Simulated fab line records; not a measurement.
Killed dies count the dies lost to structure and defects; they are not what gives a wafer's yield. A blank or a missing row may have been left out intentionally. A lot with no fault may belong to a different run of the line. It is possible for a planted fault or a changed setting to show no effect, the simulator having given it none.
Matching of chambers :: flow n5Finfet :: N5_BEOL_M2_ALD_98 on aldSin-04: 4 sister chambers
The step deposits SiO2, target thk 2.5 nm, pulse time 1 s, co reactant pulse time 1 s. 22 wafers are shown with their chamber, then 11 later ones without.

WAFERS WITH THEIR CHAMBER
wafer: L074.4
chamber: 1
heaterPowerW (W): 78
precursorPulseHeightRel: 0.979

wafer: L074.5
chamber: 2
heaterPowerW (W): 79
precursorPulseHeightRel: 1.007

wafer: L074.6
chamber: 3
heaterPowerW (W): 85
precursorPulseHeightRel: 0.956

wafer: L078.1
chamber: 3
heaterPowerW (W): 85
precursorPulseHeightRel: 0.997

wafer: L078.2
chamber: 0
heaterPowerW (W): 85
precursorPulseHeightRel: 0.979

wafer: L078.4
chamber: 2
heaterPowerW (W): 81
precursorPulseHeightRel: 0.972

wafer: L079.1
chamber: 0
heaterPowerW (W): 84
precursorPulseHeightRel: 0.998

wafer: L079.4
chamber: 2
heaterPowerW (W): 79
precursorPulseHeightRel: 1.016

wafer: L079.5
chamber: 2
heaterPowerW (W): 80
precursorPulseHeightRel: 1.028

wafer: L080.2
chamber: 3
heaterPowerW (W): 80
precursorPulseHeightRel: 1.014

wafer: L080.4
chamber: 2
heaterPowerW (W): 79
precursorPulseHeightRel: 1.013

wafer: L080.5
chamber: 0
heaterPowerW (W): 85
precursorPulseHeightRel: 1.004

wafer: L081.3
chamber: 2
heaterPowerW (W): 79
precursorPulseHeightRel: 0.994

wafer: L081.5
chamber: 0
heaterPowerW (W): 84
precursorPulseHeightRel: 1.000

wafer: L081.6
chamber: 1
heaterPowerW (W): 78
precursorPulseHeightRel: 1.020

wafer: L088.2
chamber: 0
heaterPowerW (W): 85
precursorPulseHeightRel: 0.965

wafer: L088.3
chamber: 3
heaterPowerW (W): 86
precursorPulseHeightRel: 1.015

wafer: L088.6
chamber: 2
heaterPowerW (W): 80
precursorPulseHeightRel: 1.030

wafer: L091.1
chamber: 0
heaterPowerW (W): 82
precursorPulseHeightRel: 0.998

wafer: L091.3
chamber: 2
heaterPowerW (W): 80
precursorPulseHeightRel: 1.003

wafer: L091.6
chamber: 2
heaterPowerW (W): 80
precursorPulseHeightRel: 1.010

wafer: L090.3
chamber: 3
heaterPowerW (W): 85
precursorPulseHeightRel: 1.010

SIGNATURES, as means of the wafers listed above
reading: heaterPowerW
chamber 0: 84.17
chamber 1: 78.00
chamber 2: 79.67
chamber 3: 84.20
scatter within a chamber: 1.37

reading: precursorPulseHeightRel
chamber 0: 0.99067
chamber 1: 0.99950
chamber 2: 1.00811
chamber 3: 0.99840
scatter within a chamber: 0.0197
Rule: a wafer lies at a distance from a chamber equal to the root of the sum of squares, over the readings, of (its reading less the chamber's mean, divided by the reading's scatter). The wafer belongs to the nearest chamber; if the next one is less than 2 further off, it can't be placed. The scatter: take each reading less its chamber's mean, square it, sum over the shown wafers, divide by the number of wafers less the number of chambers, and take the root.

WAFERS MISSING THEIR CHAMBER
wafer: L090.4
heaterPowerW (W): 78
precursorPulseHeightRel: 1.003

wafer: L090.5
heaterPowerW (W): 81
precursorPulseHeightRel: 0.991

wafer: L089.1
heaterPowerW (W): 80
precursorPulseHeightRel: 1.025

wafer: L089.2
heaterPowerW (W): 82
precursorPulseHeightRel: 1.036

wafer: L089.4
heaterPowerW (W): 84
precursorPulseHeightRel: 0.990

wafer: L096.1
heaterPowerW (W): 84
precursorPulseHeightRel: 0.980

wafer: L096.3
heaterPowerW (W): 81
precursorPulseHeightRel: 1.037

wafer: L096.6
heaterPowerW (W): 84
precursorPulseHeightRel: 0.987

wafer: L097.1
heaterPowerW (W): 86
precursorPulseHeightRel: 0.980

wafer: L097.2
heaterPowerW (W): 81
precursorPulseHeightRel: 1.017

wafer: L097.4
heaterPowerW (W): 85
precursorPulseHeightRel: 0.989

WHICH CHAMBER EACH ONE RAN IN
wafer: L090.4
from the rows above: can't be placed: 1 or 2
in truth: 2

wafer: L090.5
from the rows above: can't be placed: 2 or 1 or 0 or 3
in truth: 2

wafer: L089.1
from the rows above: can't be placed: 2 or 1
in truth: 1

wafer: L089.2
from the rows above: can't be placed: 2 or 3 or 0 or 1
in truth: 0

wafer: L089.4
from the rows above: can't be placed: 0 or 3
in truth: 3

wafer: L096.1
from the rows above: can't be placed: 0 or 3
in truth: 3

wafer: L096.3
from the rows above: can't be placed: 2 or 1 or 3 or 0
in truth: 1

wafer: L096.6
from the rows above: can't be placed: 0 or 3
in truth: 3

wafer: L097.1
from the rows above: can't be placed: 0 or 3
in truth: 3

wafer: L097.2
from the rows above: can't be placed: 2 or 1 or 3 or 0
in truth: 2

wafer: L097.4
from the rows above: can't be placed: 0 or 3
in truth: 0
Correct placement for 0 of the 11. From these rows, 11 cannot be placed; in 11 the true chamber is one of the candidates. 0 placed wrongly.
